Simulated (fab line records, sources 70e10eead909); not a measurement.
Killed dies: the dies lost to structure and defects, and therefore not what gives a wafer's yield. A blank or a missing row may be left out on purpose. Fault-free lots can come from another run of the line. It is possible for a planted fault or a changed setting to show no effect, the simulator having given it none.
fab line records ; flow nandHarc
[record] lots = 15; wafers = 45; lastDay = 24
route steps=1159 shown A_STAIRCASE@587
lots with no fault: from the same line, run without faults
startH: the number of hours between the record's first day and the start of the first shown wafer of the lot ; waitH: time in hours since the lot's previous step ; " as in the row above ; L1.1+2: one row covering several wafers at once ; - no value present, or no start provided ; * or withheld: withheld ; < > ~ a bound
route shown NAME@n: a module of which the file shows steps, and the number in the route of the first ; usual: average and standard deviation across the fault-free wafers ; same: alike in all rows ; chamber/n: place in a boat ; sites: the reading at each site ; _std_site: how widely they spread, as a standard deviation ; _edge_site: mean of outer sites minus mean of inner sites ; radiusMm: for every site, how far away it sits from the centre of the wafer ; mask NAME#n: copy n ; behind: the last tool/chamber to shape the wafer ; hold: the reason the lot was held/the length of the hold in hours/how it ended ; device: transistor that didn't switch, given as n, p or np ; end of line: tests run on the same wafers once the route is complete ; a step given without rows: its recipe and nothing more ; killed: not the wafer's yield, but the dies lost to structure and defects at the first sort ; map: a wafer's dies, x killed, . not, _ none there
set.NAME: setting as actually run; set.NAME@STEP: the setting as run at that earlier step ; model.NAME: the simulator's own value behind a step, which no gauge read
one table for each step of the route and one row for each wafer, over a sample of lots
services: when a tool's chamber went out of use (startH, in hours from the record's first day, below 0 if earlier), for how many hours, and the reason
[[steps]]
[step NHARC_A_STAIRCASE_TRIM_193]
[recipe] timeS = 211.2; o2FlowSccm = 500; arFlowSccm = 0; biasW = 0; chemistry = O2
[usual] drypumpMotorCurrentA = 5.7/0.45; mfcArSccm = 0.011/0.011; oesProductAu = 0.999/0.013; rfVppV = 57.8/0.88; showerheadPlenumPTorr = 3.50/0.17; throttleValvePct = 17.037/0.0085
lot.wafer;tool;chamber;startH;waitH;drypumpMotorCurrentA;mfcArSccm;oesProductAu;rfHoursCounterH;rfVppV;showerheadPlenumPTorr;throttleValvePct
L791.4;rieDiel-04;3;-;-;5.6;0;0.992;51;56.5;3.57;17.036
L791.3;rieDiel-04;0;-;-;5.0;0.011;1.017;48;59.0;3.71;17.027
L791.1;rieDiel-04;1;-;-;6.0;0.026;0.995;46;57.1;3.58;17.043
L790.1;rieDiel-04;3;-;-;5.6;0;0.989;53;57.3;3.57;17.038
L790.5;rieDiel-04;1;-;-;6.1;0.026;0.997;-;58.7;3.58;17.050
L790.6;rieDiel-04;2;-;-;5.4;0.027;1.017;-;56.0;3.48;17.054
L792.2;rieDiel-04;1;-;-;6.0;0.026;0.994;51;57.1;3.58;17.052
L792.4;rieDiel-04;2;-;-;5.4;0.027;1.005;54;58.9;3.47;17.033
L792.5;rieDiel-04;1;-;-;5.9;0.026;0.989;-;56.9;3.58;17.026
L793.1;rieDiel-01;0;-;-;5.8;0;0.983;34;58.9;3.63;17.055
L793.6;rieDiel-01;3;-;-;5.0;0.030;0.986;-;57.2;3.35;17.038
L793.5;rieDiel-01;0;-;-;5.8;0;0.988;-;57.1;3.63;17.031
L796.2;rieDiel-02;3;-;-;5.2;0.013;1.025;43;58.2;3.33;17.028
L796.6;rieDiel-02;1;-;-;6.4;0.007;1.004;-;57.8;3.38;17.038
L796.5;rieDiel-02;2;-;-;5.8;0;0.983;-;58.6;3.27;17.043
L797.4;rieDiel-01;3;-;-;5.0;0.030;0.997;51;56.4;3.34;17.052
L797.3;rieDiel-01;0;-;-;5.8;0;1.001;49;57.7;3.62;17.052
L797.5;rieDiel-01;2;-;-;6.1;0;1.018;-;59.1;3.59;17.036
L799.3;rieDiel-01;2;-;-;6.2;0;1.021;52;57.3;3.59;17.032
L799.2;rieDiel-01;3;-;-;5.0;0.030;0.997;51;56.5;3.34;17.038
L799.6;rieDiel-01;0;-;-;5.8;0;0.989;-;57.4;3.62;17.013
L800.3;rieDiel-02;2;-;-;5.8;0;0.970;51;57.6;3.27;17.046
L800.4;rieDiel-02;1;-;-;6.3;0.007;0.996;55;57.7;3.37;17.028
L800.6;rieDiel-02;3;-;-;5.2;0.013;1.007;-;57.4;3.33;17.043
L801.3;rieDiel-02;2;-;-;5.8;0;0.981;58;57.4;3.26;17.031
L801.6;rieDiel-02;2;-;-;5.9;0;0.986;-;57.6;3.26;17.033
L801.5;rieDiel-02;3;-;-;5.2;0.013;1.002;-;59.4;3.33;17.026
L805.1;rieDiel-04;1;-;-;6.0;0.026;1.014;12;58.8;3.57;17.037
L805.4;rieDiel-04;0;-;-;5.0;0.011;0.988;11;58.8;3.69;17.032
L805.5;rieDiel-04;1;-;-;6.0;0.026;1.007;-;58.2;3.56;17.034
L807.2;rieDiel-01;1;-;-;5.3;0.019;0.992;6;58.2;3.77;17.040
L807.4;rieDiel-01;2;-;-;6.2;0;1.014;2;57.4;3.58;17.039
L807.6;rieDiel-01;0;-;-;5.8;0;0.986;-;58.1;3.61;17.042
L810.4;rieDiel-01;1;-;-;5.4;0.019;0.997;16;57.9;3.76;17.030
L810.6;rieDiel-01;1;-;-;5.3;0.019;1.008;-;59.0;3.76;17.034
L810.5;rieDiel-01;2;-;-;6.1;0;1.009;-;56.1;3.58;17.033
L811.3;rieDiel-02;0;-;-;6.2;0.003;0.997;11;55.6;3.29;17.049
L811.2;rieDiel-02;1;-;-;6.3;0.007;1.008;10;58.6;3.36;17.051
L811.6;rieDiel-02;2;-;-;5.8;0;0.997;-;58.9;3.80;17.035
L812.2;rieDiel-01;1;-;-;5.3;0.019;1.011;18;58.3;3.76;17.025
L812.6;rieDiel-01;1;-;-;5.3;0.019;1.010;-;58.5;3.76;17.038
L812.5;rieDiel-01;2;-;-;6.2;0;1.009;-;57.7;3.58;17.033
L813.3;rieDiel-02;2;-;-;5.8;0;0.995;13;59.6;3.80;17.032
L813.4;rieDiel-02;1;-;-;6.3;0.007;0.996;14;58.1;3.36;17.037
L813.5;rieDiel-02;3;-;-;5.2;0.013;1.031;-;58.1;3.32;17.037
[step NHARC_A_STAIRCASE_ETCH_197]
[recipe] targetDepthA = 1000; timeS = 40.5; ionEnergyEv = 400; c4f8FlowSccm = 20; o2FlowSccm = 10; arFlowSccm = withheld; rfW = 600; biasW = 1000; chemistry = C4F8/O2
[usual] oesProductAu = 0.940/0.016; rfVppV = 894/6
lot.wafer;tool;chamber;startH;waitH;oesProductAu;rfHoursCounterH;rfVppV
L791.1;rieDiel-02;0;-;-;0.940;30;887
L791.3;rieDiel-02;2;-;-;0.934;27;886
L791.4;rieDiel-02;3;-;-;0.944;26;890
L790.1;rieDiel-04;1;-;-;0.936;48;898
L790.6;rieDiel-04;0;-;-;0.953;-;905
L790.5;rieDiel-04;1;-;-;0.942;-;900
L792.4;rieDiel-02;0;-;-;0.950;36;888
L792.2;rieDiel-02;3;-;-;0.977;33;890
L792.5;rieDiel-02;1;-;-;0.949;-;891
L793.1;rieDiel-02;1;-;-;0.946;37;892
L793.5;rieDiel-02;3;-;-;0.957;-;890
L793.6;rieDiel-02;0;-;-;0.940;-;886
L796.2;rieDiel-02;1;-;-;0.946;46;889
L796.5;rieDiel-02;2;-;-;0.914;-;886
L796.6;rieDiel-02;3;-;-;0.938;-;889
L797.3;rieDiel-02;3;-;-;0.966;47;888
L797.4;rieDiel-02;1;-;-;0.964;51;888
L797.5;rieDiel-02;3;-;-;0.964;-;890
L799.3;rieDiel-02;1;-;-;0.926;51;890
L799.2;rieDiel-02;2;-;-;0.930;47;885
L799.6;rieDiel-02;1;-;-;0.927;-;890
L800.4;rieDiel-02;2;-;-;0.911;52;887
L800.3;rieDiel-02;0;-;-;0.938;56;887
L800.6;rieDiel-02;2;-;-;0.913;-;885
L801.3;rieDiel-02;1;-;-;0.912;62;890
L801.6;rieDiel-02;3;-;-;0.933;-;888
L801.5;rieDiel-02;1;-;-;0.914;-;891
L805.4;rieDiel-04;1;-;-;0.924;12;896
L805.1;rieDiel-04;2;-;-;0.929;11;893
L805.5;rieDiel-04;3;-;-;0.910;-;899
L807.4;rieDiel-01;1;-;-;0.933;7;905
L807.2;rieDiel-01;2;-;-;0.960;2;897
L807.6;rieDiel-01;1;-;-;0.935;-;903
L810.4;rieDiel-01;2;-;-;0.948;13;899
L810.6;rieDiel-01;0;-;-;0.936;-;898
L810.5;rieDiel-01;1;-;-;0.931;-;903
L811.3;rieDiel-01;1;-;-;0.951;16;905
L811.2;rieDiel-01;2;-;-;0.947;13;898
L811.6;rieDiel-01;1;-;-;0.957;-;905
L812.2;rieDiel-01;3;-;-;0.941;21;888
L812.5;rieDiel-01;3;-;-;0.937;-;888
L812.6;rieDiel-01;0;-;-;0.934;-;899
L813.4;rieDiel-02;3;-;-;0.960;9;888
L813.3;rieDiel-02;1;-;-;0.951;14;890
L813.5;rieDiel-02;0;-;-;0.954;-;887
[step NHARC_A_STAIRCASE_EXPOSE_214]
[recipe] na = 0.5; doseMj = 31.26; maskId = STAIR_3
[usual] exposureDoseMJCm2 = 31.26/0.036; focusOffsetNm = -0.1/0.59
lot.wafer;tool;chamber;startH;waitH;mask;exposureDoseMJCm2;focusOffsetNm
L791.1;krfScanner-02;0;237.51;-;STAIR_3#0;31.29;-0.1
L791.3;krfScanner-02;0;237.51;-;STAIR_3#0;31.30;-0.1
L791.4;krfScanner-02;0;237.51;-;STAIR_3#0;31.29;0.4
L790.1;krfScanner-03;0;244.81;-;STAIR_3#0;31.25;-0.2
L790.5;krfScanner-03;0;244.81;-;STAIR_3#0;31.26;-0.9
L790.6;krfScanner-03;0;244.81;-;STAIR_3#0;31.25;-0.7
L792.2;krfScanner-03;0;256.89;-;STAIR_3#0;31.32;1.2
L792.4;krfScanner-03;0;256.89;-;STAIR_3#0;31.23;0.0
L792.5;krfScanner-03;0;256.89;-;STAIR_3#0;31.27;1.2
L793.1;krfScanner-03;0;257.18;-;STAIR_3#0;31.22;-0.4
L793.5;krfScanner-03;0;257.18;-;STAIR_3#0;31.26;-0.8
L793.6;krfScanner-03;0;257.18;-;STAIR_3#0;31.28;-1.1
L796.2;krfScanner-03;0;281.46;-;STAIR_3#0;31.21;0.6
L796.5;krfScanner-03;0;281.46;-;STAIR_3#0;31.26;1.0
L796.6;krfScanner-03;0;281.46;-;STAIR_3#0;31.28;0.3
L797.3;krfScanner-02;-;298.01;-;STAIR_3#0;-;-
L797.4;krfScanner-02;-;298.01;-;STAIR_3#0;-;-
L797.5;krfScanner-02;-;298.01;-;STAIR_3#0;-;-
L799.2;krfScanner-03;-;298.36;-;STAIR_3#0;-;-
L799.3;krfScanner-03;-;298.36;-;STAIR_3#0;-;-
L799.6;krfScanner-03;-;298.36;-;STAIR_3#0;-;-
L800.3;krfScanner-01;-;307.59;-;STAIR_3#0;-;-
L800.4;krfScanner-01;-;307.59;-;STAIR_3#0;-;-
L800.6;krfScanner-01;-;307.59;-;STAIR_3#0;-;-
L801.3;krfScanner-02;0;320.97;-;STAIR_3#0;31.26;-0.1
L801.5;krfScanner-02;0;320.97;-;STAIR_3#0;31.30;0.4
L801.6;krfScanner-02;0;320.97;-;STAIR_3#0;31.33;0.4
L805.1;krfScanner-03;0;332.00;-;STAIR_3#0;31.25;0.1
L805.4;krfScanner-03;0;332.00;-;STAIR_3#0;31.28;0.7
L805.5;krfScanner-03;0;332.00;-;STAIR_3#0;31.26;0.1
L807.2;krfScanner-02;0;339.72;-;STAIR_3#0;31.30;0.0
L807.4;krfScanner-02;0;339.72;-;STAIR_3#0;31.27;0.3
L807.6;krfScanner-02;0;339.72;-;STAIR_3#0;31.29;0.0
L810.4;krfScanner-02;0;368.92;-;STAIR_3#0;31.26;-1.4
L810.5;krfScanner-02;0;368.92;-;STAIR_3#0;31.24;-0.9
L810.6;krfScanner-02;0;368.92;-;STAIR_3#0;31.22;-1.0
L811.2;krfScanner-01;0;369.31;-;STAIR_3#0;31.34;-0.6
L811.3;krfScanner-01;0;369.31;-;STAIR_3#0;31.27;-0.8
L811.6;krfScanner-01;0;369.31;-;STAIR_3#0;31.28;-0.5
L812.2;krfScanner-01;0;375.47;-;STAIR_3#0;31.26;0.2
L812.5;krfScanner-01;0;375.47;-;STAIR_3#0;31.20;0.9
L812.6;krfScanner-01;0;375.47;-;STAIR_3#0;31.25;-0.3
L813.3;krfScanner-01;0;378.03;-;STAIR_3#0;31.22;-0.9
L813.4;krfScanner-01;0;378.03;-;STAIR_3#0;31.30;-0.3
L813.5;krfScanner-01;0;378.03;-;STAIR_3#0;31.27;0.6
[step NHARC_A_STAIRCASE_ETCH_221]
[recipe] targetDepthA = 1000; timeS = 40.5; ionEnergyEv = 400; c4f8FlowSccm = 20; o2FlowSccm = 10; arFlowSccm = withheld; rfW = 600; biasW = 1000; chemistry = C4F8/O2
[usual] oesProductAu = 0.933/0.016; rfVppV = 895/6.1
lot.wafer;tool;chamber;startH;waitH;oesProductAu;rfHoursCounterH;rfVppV
L791.4;rieDiel-02;3;-;-;0.934;27;887
L791.3;rieDiel-02;0;-;-;0.934;31;886
L791.1;rieDiel-02;2;-;-;0.900;28;885
L790.1;rieDiel-01;0;-;-;0.930;30;901
L790.5;rieDiel-01;2;-;-;0.931;-;899
L790.6;rieDiel-01;3;-;-;0.924;-;891
L792.4;rieDiel-01;3;-;-;0.921;38;889
L792.2;rieDiel-01;0;-;-;0.923;36;899
L792.5;rieDiel-01;1;-;-;0.944;-;906
L793.1;rieDiel-01;2;-;-;0.938;40;898
L793.6;rieDiel-01;2;-;-;0.932;-;899
L793.5;rieDiel-01;3;-;-;0.909;-;890
L796.2;rieDiel-04;3;-;-;0.902;67;897
L796.5;rieDiel-04;3;-;-;0.907;-;898
L796.6;rieDiel-04;0;-;-;0.935;-;901
L797.3;rieDiel-04;2;-;-;0.930;0;894
L797.4;rieDiel-04;0;-;-;0.930;-;902
L797.5;rieDiel-04;1;-;-;0.933;-;896
L799.2;rieDiel-04;0;-;-;0.935;1;903
L799.3;rieDiel-04;1;-;-;0.920;1;898
L799.6;rieDiel-04;1;-;-;0.936;-;898
L800.3;rieDiel-02;1;-;-;0.906;57;890
L800.4;rieDiel-02;3;-;-;0.930;53;888
L800.6;rieDiel-02;2;-;-;0.897;-;885
L801.3;rieDiel-02;0;-;-;0.931;58;888
L801.5;rieDiel-02;0;-;-;0.934;-;888
L801.6;rieDiel-02;1;-;-;0.939;-;891
L805.1;rieDiel-01;0;-;-;0.925;5;900
L805.4;rieDiel-01;1;-;-;0.934;4;905
L805.5;rieDiel-01;3;-;-;0.913;-;889
L807.2;rieDiel-02;1;-;-;0.958;3;890
L807.4;rieDiel-02;3;-;-;0.967;1;888
L807.6;rieDiel-02;2;-;-;0.932;-;905
L810.4;rieDiel-02;1;-;-;0.950;-;890
L810.5;rieDiel-02;2;-;-;0.939;-;905
L810.6;rieDiel-02;0;-;-;0.943;-;886
L811.3;rieDiel-01;0;-;-;0.948;18;898
L811.2;rieDiel-01;1;-;-;0.951;17;904
L811.6;rieDiel-01;0;-;-;0.939;-;899
L812.2;rieDiel-04;3;-;-;0.913;32;897
L812.5;rieDiel-04;0;-;-;0.938;-;902
L812.6;rieDiel-04;1;-;-;0.945;-;896
L813.4;rieDiel-01;2;-;-;0.936;19;898
L813.3;rieDiel-01;3;-;-;0.916;23;889
L813.5;rieDiel-01;1;-;-;0.927;-;904
[[services]]
tool;chamber;startH;hours;kind
krfScanner-02;-;217.83;0.7;repair
rieDiel-02;2;219.20;6.0;repair
rieDiel-02;0;233.23;-;clean
rieDiel-02;1;233.23;-;clean
rieDiel-02;2;233.23;-;clean
rieDiel-02;3;233.23;-;clean
krfScanner-01;-;256.00;4.0;pm
rieDiel-02;0;257.81;-;clean
rieDiel-02;1;257.81;-;clean
rieDiel-02;2;257.81;-;clean
rieDiel-02;3;257.81;-;clean
rieDiel-01;2;263.02;6.3;repair
krfScanner-01;-;263.85;0.5;repair
rieDiel-01;3;272.30;2.7;repair
krfScanner-01;-;276.69;0.8;repair
rieDiel-02;0;282.33;-;clean
rieDiel-02;1;282.33;-;clean
rieDiel-04;-;288.97;9.0;pm
rieDiel-02;0;310.33;8.5;repair
krfScanner-02;-;314.30;1.0;repair
rieDiel-01;2;323.83;8.6;repair
rieDiel-02;-;327.70;9.0;pm
krfScanner-03;-;340.00;4.0;pm
rieDiel-02;3;355.46;16.0;repair
[[key]]
[firstSign] step = NHARC_A_STAIRCASE_EXPOSE_214; reading = toolRecord; direction = missing
effect none on later readings
metAt NHARC_A_STAIRCASE_EXPOSE_214
struckLots L797,L799,L800
laterRowsLeftOut L797.3,L797.4,L797.5,L799.2,L799.3,L799.6,L800.3,L800.4,L800.6
sortLeftOut L797.3,L797.4,L797.5,L799.2,L799.3,L799.6,L800.3,L800.4,L800.6
testerLeftOut L797,L799,L800
notActingAt NHARC_A_STAIRCASE_TRIM_193,NHARC_A_STAIRCASE_ETCH_197,NHARC_A_STAIRCASE_ETCH_221
onsetBetween 281.46 298.01
[fault] kind = skippedStepWhole; tool = krfScanner-01,krfScanner-02,krfScanner-03; chamber = -; onsetH = 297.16; steps = NHARC_A_STAIRCASE_EXPOSE_214; scope = struckLotsOnly
// testerLeftOut: of these lots the tester's yield and bins aren't shown, on N5 and GAA mostly nor the transistor test; their killed dies are dies lost to structure and defects alone, not to doping, threshold or leakage, so they don't give the yield
// sortLeftOut: the simulated sort isn't trusted on such a fault, so these wafers' sort isn't shown, and their yield isn't known
// laterRowsLeftOut: the simulator's readings of these wafers behind a module that went badly wrong aren't trusted and aren't shown, but for the sort
